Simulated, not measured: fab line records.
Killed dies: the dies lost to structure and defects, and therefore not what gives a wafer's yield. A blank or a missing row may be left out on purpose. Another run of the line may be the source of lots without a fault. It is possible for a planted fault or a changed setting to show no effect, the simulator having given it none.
Struck lot and sound lot, side by side | flow nand harc | 14 out of 1302 route steps
Sound: these wafers, L148.3, L148.4, L148.6. Wafers struck: L161.2, L161.4, L161.5. The cause is given at the end.
Each step with rows lists, per side, the tool, then ch with its chambers, then its first start. Under that, the readings that differ: sound wafers | struck wafers | difference of the means | sigmas: that difference in standard deviations of wafers without a fault.
alike: same words and numbers on both sides, and readings whose means sit less than 2 such deviations apart. not compared: any withheld reading, any reading some wafer has no value for, any bound like >300 that may hide the same value, and any number with overlapping values for which the record gives no deviation.
The two part at a step that has a row with sigmas, a row that says differs or no value, or rows on one side only. When numbers do not overlap yet have no deviation, they are printed without sigmas and do not part them. Lack of a reading on every wafer of one side parts them only where that side has two or more wafers.

NHARC_P_GATE_RTA_82: time 30 s.
  sound on rtp anneal-02 ch 0, day 6 09:43; struck on rtp anneal-02 ch 0, day 12 06:04
  alike: lamp power pct, lamp_zone_1_pct, lamp_zone_6_pct, wafer_temp_C_max
NHARC_P_GATE_INSPECT_68:
  sound: defect inspect-01 at day 6 09:52; struck: defect inspect-01 at day 12 06:14
  alike: raw defect count
NHARC_P_CONTACT_DEP_30: deposits SiNx, target thk 30 nm.
  sound on pecvd-03 ch 0,1,2, day 6 10:01; struck on pecvd-03 ch 0,1, day 12 06:18
  alike: heater power w
  not compared: since wet clean h
NHARC_P_CONTACT_DEP_00: deposits SiO2, target thk 500 nm.
  sound on pecvd-03 ch 0,1,2; struck on pecvd-03 ch 0,1
  alike: chamber pressure Torr, heater power w, showerhead vpp V, throttle valve pct
  not compared: since wet clean h
NHARC_P_CONTACT_CMP_01: polishes SiO2, target thk 200 nm.
  sound on cmp-01 ch 0,2, day 6 10:39; struck on cmp-03 ch 0,1, day 12 07:01
  alike: motor current A
then, 6 steps without rows for these wafers: NHARC_P_CONTACT_SRD_03; NHARC_P_CONTACT_DEHYDRATE_04 (time 120 s); NHARC_P_CONTACT_HMDS_05 (time 30 s); NHARC_P_CONTACT_COAT_33 (time 75 s); NHARC_P_CONTACT_COAT_34 (time 65 s); NHARC_P_CONTACT_COAT_06 (resist thk 90 nm).
NHARC_P_CONTACT_SOFTBAKE_07: time 55 s.
  sound on litho track-06 ch 0, day 6 11:00; struck on litho track-04 ch 0, day 12 07:00
  reading                  | sound                | struck               | difference | sigmas
  heater power total W (W) | 188.28 188.71 188.49 | 186.11 186.15 186.23 | -2.33      | -18
  plate temp C (C)         | 104.95 104.78 104.95 | 103.92 104.08 104.04 | -0.88      | -7
after that, 1 step had no rows for these wafers: NHARC_P_CONTACT_EBR_08.
-- record jumps: 18 days between struck wafers' starts before vs after; left off in module P_CONTACT, resumes in module END, first step shown is number 1302 of the route --
NHARC_END_SORT_01:
  sound on prober-02 ch 0, day 25 01:37; struck on prober-02 ch 0, day 30 10:07
  alike: killed at array, killed at other, killed at periphery, killed dies, killed open, killed short

## WHERE THEY PART
Only at NHARC_P_CONTACT_SOFTBAKE_07, within this record. Later steps at which nothing parts them and some readings are alike: NHARC_END_SORT_01.

WHY: whatever the simulator had introduced
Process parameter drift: litho track-04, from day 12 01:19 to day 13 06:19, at NHARC_P_CONTACT_SOFTBAKE_07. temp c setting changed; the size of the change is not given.
